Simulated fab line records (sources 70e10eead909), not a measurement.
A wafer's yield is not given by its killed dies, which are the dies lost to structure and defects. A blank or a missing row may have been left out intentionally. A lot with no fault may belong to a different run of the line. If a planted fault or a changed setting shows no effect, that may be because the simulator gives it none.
What tool caused it?    flow nand-harc    24 lots, 72 wafers sampled, at 5 steps of a route of 1302

WHAT THE GAUGES SHOWED, per wafer
NHARC_P_BONDPAD_OVL_MEAS_38.
lot   measured      on          overlay-x-nm (nm)  overlay-y-nm (nm)
L074  day 6 10:19   overlay-01  0 0 0              -4 -4 -4
L075  day 7 02:44   overlay-02  4 4 5              -10 -10 -10
L076  day 7 14:22   overlay-02  4 4 4              11 10 10
L077  day 7 15:38   overlay-01  -5 -6 -5           -1 -2 0
L078  day 8 03:32   overlay-01  6 5 6              -13 -13 -13
L079  day 8 15:48   overlay-02  -3 -3 -3           -8 -7 -7
L080  day 9 01:31   overlay-02  5 5 5              2 2 3
L081  day 9 17:00   overlay-01  -2 -2 -1           4 4 4
L082  day 9 18:58   overlay-02  0 1 1              2 3 2
L083  day 10 12:20  overlay-02  -4 -4 -4           9 10 9
L084  day 10 17:03  overlay-02  -2 -3 -2           -5 -5 -5
L085  day 11 04:59  overlay-01  -5 -6 -6           -8 -9 -8
L086  day 11 22:34  overlay-01  2 1 2              10 11 10
L087  day 11 23:01  overlay-01  1 1 1              -10 -10 -10
L089  day 12 15:00  overlay-01  -2 -2 -3           -7 -6 -7
L088  day 12 16:19  overlay-02  4 3 3              -2 -2 -2
L090  day 13 07:22  overlay-01  5 5 4              -6 -6 -7
L091  day 13 09:31  overlay-02  5 5 5              -7 -7 -7
L092  day 14 03:16  overlay-01  8 7 7              1 1 1
L093  day 14 10:04  overlay-02  -6 -6 -6           -8 -8 -9
L094  day 14 21:16  overlay-02  -3 -3 -4           0 0 1
L095  day 15 04:20  overlay-02  -8 -8 -8           3 3 3
L096  day 15 17:31  overlay-01  -1 -1 -1           5 5 5
L097  day 16 00:01  overlay-02  -2 -2 -2           -4 -4 -4

NHARC_A_ONON_D1_THK_MEAS_08: measures by ellipsometry.
lot   measured      on             thk-nm (nm)
L074  day 7 15:03   film-metro-02  1008 1006 1007
L075  day 8 07:41   film-metro-02  1011 1009 1008
L076  day 8 18:22   film-metro-01  988 989 990
L077  day 8 18:31   film-metro-01  1011 1009 1009
L078  day 9 11:16   film-metro-01  987 985 986
L079  day 9 19:28   film-metro-02  1009 1007 1006
L080  day 10 07:38  film-metro-01  1003 1002 1002
L081  day 10 21:30  film-metro-02  1004 1007 1005
L082  day 10 21:09  film-metro-02  1004 1002 1002
L083  day 11 15:51  film-metro-01  993 993 994
L084  day 11 21:43  film-metro-02  999 1001 1001
L085  day 12 08:50  film-metro-01  998 1000 999
L086  day 13 02:05  film-metro-01  1013 1013 1014
L087  day 13 02:01  film-metro-01  983 984 982
L089  day 13 18:01  film-metro-01  985 985 986
L088  day 13 17:49  film-metro-02  989 989 989
L090  day 14 11:17  film-metro-01  999 999 1000
L091  day 14 11:38  film-metro-01  1011 1009 1011
L092  day 15 06:34  film-metro-02  989 988 988
L093  day 15 14:48  film-metro-01  997 997 997
L094  day 16 00:13  film-metro-01  1010 1010 1009
L095  day 16 10:08  film-metro-01  994 995 993
L096  day 16 21:05  film-metro-01  996 996 997
L097  day 17 03:00  film-metro-01  1000 1000 999

NHARC_A_CHANNEL_HOLE_D1_INSPECT_40.
lot   measured      on                 raw-defect-count
L074  day 8 18:08   defect-inspect-01  44 60 46
L075  day 9 13:19   defect-inspect-01  57 57 46
L076  day 9 18:44   defect-inspect-02  73 90 77
L077  day 9 20:00   defect-inspect-02  60 71 57
L078  day 10 12:30  defect-inspect-01  99 84 124
L079  day 10 20:51  defect-inspect-01  100 83 113
L080  day 11 08:36  defect-inspect-02  109 115 103
L081  day 12 01:07  defect-inspect-02  111 73 83
L082  day 12 02:37  defect-inspect-01  37 44 40
L083  day 12 17:52  defect-inspect-01  91 104 72
L084  day 13 02:12  defect-inspect-02  127 129 105
L085  day 13 10:05  defect-inspect-02  47 84 61
L086  day 14 05:55  defect-inspect-02  161 125 126
L087  day 14 05:26  defect-inspect-02  53 53 47
L089  day 14 17:56  defect-inspect-01  73 72 90
L088  day 14 16:13  defect-inspect-01  77 96 105
L090  day 15 12:59  defect-inspect-02  56 55 44
L091  day 15 10:19  defect-inspect-01  110 117 107
L092  day 16 04:36  defect-inspect-02  66 71 58
L093  day 16 12:45  defect-inspect-02  74 133 74
L094  day 17 00:39  defect-inspect-02  88 65 65
L095  day 17 16:35  defect-inspect-02  55 68 39
L096  day 17 20:43  defect-inspect-02  61 102 74
L097  day 18 03:23  defect-inspect-02  41 36 49

WHICH TOOL RAN EACH LOT (tool, then ch and the chambers of the sampled wafers, then the start)
lot   NHARC_P_BONDPAD_ETCH_24                        NHARC_P_BONDPAD_ACTIVATE_29
L074  rie-diel-11 ch 1,2, day 6 13:05 or earlier     rie-diel-11 ch 0,2,3, day 6 13:05
L075  rie-diel-02 ch 2,3, day 7 05:28 or earlier     rie-diel-11 ch 0,1, day 7 05:28
L076  rie-diel-11 ch 0,1,3, day 7 17:07 or earlier   rie-diel-02 ch 0,1,3, day 7 17:07
L077  rie-diel-11 ch 0,2, day 7 18:50 or earlier     rie-diel-11 ch 0,1,3, day 7 18:50
L078  rie-diel-08 ch 1,2,3, day 8 06:35 or earlier   rie-diel-11 ch 0,1,2, day 8 06:35
L079  rie-diel-11 ch 1,2,3, day 8 18:35 or earlier   rie-diel-02 ch 0,2, day 8 18:35
L080  rie-diel-11 ch 0,3, day 9 04:20 or earlier     rie-diel-11 ch 1,2,3, day 9 04:20
L081  rie-diel-08 ch 0,3, day 9 19:47 or earlier     rie-diel-11 ch 0,1,2, day 9 19:47
L082  rie-diel-02 ch 0,1,3, day 9 21:44 or earlier   rie-diel-08 ch 0,1,2, day 9 21:44
L083  rie-diel-08 ch 1,2,3, day 10 15:07 or earlier  rie-diel-11 ch 0,1,2, day 10 15:07
L084  rie-diel-11 ch 0,1,2, day 10 17:45             rie-diel-08 ch 0,2,3, day 10 19:58
L085  rie-diel-02 ch 2,3, day 11 08:19 or earlier    rie-diel-02 ch 0,1,2, day 11 08:19
L086  rie-diel-02 ch 0,1,2, day 12 01:19 or earlier  rie-diel-11 ch 0,1, day 12 01:19
L087  rie-diel-02 ch 0,3, day 12 02:06 or earlier    rie-diel-08 ch 0,1, day 12 02:06
L089  rie-diel-08 ch 2,3, day 12 17:48 or earlier    rie-diel-08 ch 0,3, day 12 17:48
L088  rie-diel-08 ch 0,1, day 12 19:04 or earlier    rie-diel-02 ch 0,3, day 12 19:04
L090  rie-diel-08 ch 0,1,3, day 13 10:11 or earlier  rie-diel-08 ch 1,2,3, day 13 10:11
L091  rie-diel-11 ch 0,2,3, day 13 12:15 or earlier  rie-diel-11 ch 0,2,3, day 13 12:15
L092  rie-diel-11 ch 0,1,2, day 14 06:02 or earlier  rie-diel-11 ch 0,1,3, day 14 06:02
L093  rie-diel-08 ch 0,1, day 14 12:50 or earlier    rie-diel-02 ch 0,2, day 14 12:50
L094  rie-diel-11 ch 0,1,2, day 15 00:02 or earlier  rie-diel-08 ch 0,3, day 15 00:02
L095  rie-diel-02 ch 0,2,3, day 15 07:08 or earlier  rie-diel-11 ch 1,2, day 15 07:08
L096  rie-diel-11 ch 0,1,3, day 15 18:16             rie-diel-11 ch 0,1, day 15 20:20
L097  rie-diel-08 ch 0,1,3, day 16 02:46 or earlier  rie-diel-11 ch 1,2, day 16 02:46
- NHARC_P_BONDPAD_ETCH_24: etches the open film in CF4/N2, target depth 30 nm, time 72.99 s.
- NHARC_P_BONDPAD_ACTIVATE_29: chemistry N2, time 60 s.

WHAT THE TOOLS THEMSELVES READ (means of the sampled wafers that have a number; where no wafer has one, the mark that the record gives instead)
NHARC_P_BONDPAD_ETCH_24.
lot   tool         chamber-pressure-mTorr (mTorr)  drypump-motor-current-A (A)  oes-product-au (a.u.)  rf-vpp-V (V)  showerhead-plenum-p-Torr (Torr)  throttle-valve-pct (%)
L074  rie-diel-11  29.992                          5.2                          1.007                  314.3         2.65                             19.797
L075  rie-diel-02  30.013                          6.0                          1.013                  315.8         2.68                             19.798
L076  rie-diel-11  29.991                          5.6                          0.999                  315.2         2.70                             19.792
L077  rie-diel-11  29.981                          5.7                          1.023                  316.2         2.74                             19.791
L078  rie-diel-08  29.972                          5.5                          1.007                  315.0         2.64                             19.797
L079  rie-diel-11  29.971                          5.5                          1.009                  315.3         2.67                             19.793
L080  rie-diel-11  30.016                          6.0                          1.009                  315.4         2.76                             19.791
L081  rie-diel-08  30.021                          6.1                          1.003                  312.6         2.57                             19.794
L082  rie-diel-02  29.993                          5.8                          1.001                  315.1         2.68                             19.798
L083  rie-diel-08  29.972                          5.5                          0.996                  314.2         2.64                             19.808
L084  rie-diel-11  30.025                          5.6                          1.009                  314.8         2.70                             19.802
L085  rie-diel-02  30.022                          5.9                          1.007                  315.3         2.60                             19.796
L086  rie-diel-02  29.958                          5.6                          0.997                  314.3         2.60                             19.793
L087  rie-diel-02  29.988                          5.7                          1.004                  316.7         2.76                             19.803
L089  rie-diel-08  29.986                          6.0                          1.005                  313.4         2.58                             19.795
L088  rie-diel-08  30.000                          5.2                          0.998                  315.6         2.68                             19.793
L090  rie-diel-08  30.011                          5.7                          0.995                  314.6         2.62                             19.795
L091  rie-diel-11  29.978                          5.9                          1.012                  315.3         2.73                             19.793
L092  rie-diel-11  30.004                          5.5                          1.008                  315.3         2.70                             19.796
L093  rie-diel-08  29.992                          5.3                          1.003                  315.6         2.68                             19.794
L094  rie-diel-11  29.993                          5.6                          1.012                  315.0         2.70                             19.805
L095  rie-diel-02  29.995                          5.8                          1.007                  314.8         2.68                             19.793
L096  rie-diel-11  29.993                          5.7                          1.005                  315.1         2.70                             19.788
L097  rie-diel-08  29.993                          5.7                          1.016                  313.9         2.62                             19.789

NHARC_P_BONDPAD_ACTIVATE_29.
lot   tool         drypump-motor-current-A (A)  oes-product-au (a.u.)  rf-vpp-V (V)  showerhead-plenum-p-Torr (Torr)
L074  rie-diel-11  5.8                          1.008                  64.4          1.84
L075  rie-diel-11  5.7                          1.011                  63.9          1.84
L076  rie-diel-02  5.8                          1.000                  64.8          1.80
L077  rie-diel-11  5.6                          1.002                  64.6          1.82
L078  rie-diel-11  5.5                          1.014                  64.3          1.82
L079  rie-diel-02  5.6                          1.000                  64.6          1.81
L080  rie-diel-11  5.5                          1.011                  63.8          1.80
L081  rie-diel-11  5.5                          1.011                  64.0          1.82
L082  rie-diel-08  5.2                          1.014                  63.3          1.76
L083  rie-diel-11  5.5                          1.015                  64.0          1.82
L084  rie-diel-08  5.6                          1.010                  63.5          1.72
L085  rie-diel-02  5.6                          0.996                  64.2          1.74
L086  rie-diel-11  5.4                          1.002                  64.2          1.80
L087  rie-diel-08  5.2                          0.999                  64.4          1.81
L089  rie-diel-08  6.1                          0.995                  63.7          1.72
L088  rie-diel-02  5.7                          0.996                  64.5          1.87
L090  rie-diel-08  5.6                          0.997                  64.6          1.78
L091  rie-diel-11  5.8                          1.006                  64.1          1.84
L092  rie-diel-11  5.7                          1.009                  65.4          1.82
L093  rie-diel-02  5.6                          0.999                  64.0          1.75
L094  rie-diel-08  6.1                          1.011                  64.1          1.72
L095  rie-diel-11  5.3                          1.012                  64.6          1.81
L096  rie-diel-11  5.7                          1.007                  64.8          1.84
L097  rie-diel-11  5.4                          1.016                  63.2          1.81

THE ANSWER, worked out from the rows above alone
Rule: usual is defined by the lots themselves. The widest of any qualifying gaps counts: lots, ordered by their means at a reading, are off when they make up no more than a third of the lots, leave a main group of 4 or more, and stand apart from it by 3 or more times the standard deviation of that group's means. A main group whose means are all the same, to the digits that the tables above print for the reading, isn't used. A lot without any number at a reading at which 4 lots or more have one is off too. The other lots that the step has rows for count as sound. The gauges are gone through in route order, then the tools' own readings, and for those a lot's mean is taken as printed above. At the first step where some lot is off, the reading lying furthest off is the one used; lots without a number count as furthest.
No lot is off at any reading shown: from this, nothing can be told.

WHAT THE SIMULATOR HAD PUT IN
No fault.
